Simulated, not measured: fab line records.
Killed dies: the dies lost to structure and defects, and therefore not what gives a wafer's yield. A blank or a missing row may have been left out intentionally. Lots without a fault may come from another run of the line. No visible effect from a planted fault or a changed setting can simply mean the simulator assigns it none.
Chamber matching -- flow nand_harc -- rie_diel-11 running NHARC_P_CONTACT_STRIP_28: 4 sister chambers
The step strips in O2. 14 wafers are shown with their chamber, then 7 later ones without.

WAFERS PAIRED WITH THEIR CHAMBERS
wafer,chamber,showerhead_plenum_p_Torr (Torr),oes_product_au (a.u.),rf_vpp_V (V)
L416.1,0,3.65,1.029,58.1
L416.2,1,3.42,1.007,58.4
L416.5,0,3.65,1.041,57.5
L418.1,2,3.79,1.039,59.6
L418.2,1,3.42,1.007,56.2
L418.5,1,3.42,1.016,55.9
L420.3,1,3.42,1.008,59.0
L420.4,2,3.79,1.030,58.5
L420.6,3,3.75,0.990,57.8
L424.2,3,3.75,0.992,56.6
L424.3,0,3.65,1.024,58.6
L424.5,1,3.41,0.988,57.9
L431.1,0,3.64,1.003,59.6
L431.2,1,3.41,0.991,57.6

SIGNATURES (means of the wafers above)
reading,chamber 0,chamber 1,chamber 2,chamber 3,scatter within a chamber
showerhead_plenum_p_Torr,3.6475,3.4167,3.7900,3.7500,0.00456
oes_product_au,1.02425,1.00283,1.03450,0.99100,0.0118
rf_vpp_V,58.450,57.500,59.050,57.200,1.06
Rule: for a wafer and a chamber, the distance is found by dividing, reading by reading, the gap between the wafer's reading and the chamber's mean by the reading's scatter, squaring, summing and taking the root. If the next closest chamber is less than 2 further off than the closest, the wafer can't be placed; otherwise it belongs to the closest. The scatter is the square root of a quotient: the sum, over the shown wafers, of each reading's squared deviation from its chamber's mean, divided by wafers minus chambers.

WAFERS WHOSE CHAMBER IS MISSING
wafer,showerhead_plenum_p_Torr (Torr),oes_product_au (a.u.),rf_vpp_V (V)
L431.3,3.78,0.996,57.6
L432.2,3.41,0.990,57.9
L432.3,3.75,0.998,58.6
L432.6,3.41,0.998,57.5
L438.1,3.78,1.001,58.7
L438.3,3.74,0.974,57.7
L438.4,3.41,0.994,57.5

WHICH CHAMBER EACH ONE RAN IN
wafer,from the rows above,in truth
L431.3,2,2
L432.2,1,1
L432.3,3,3
L432.6,1,1
L438.1,2,2
L438.3,3,3
L438.4,1,1
Placed correctly: 7 of 7. From these rows, 0 cannot be placed. Wrongly placed: 0.
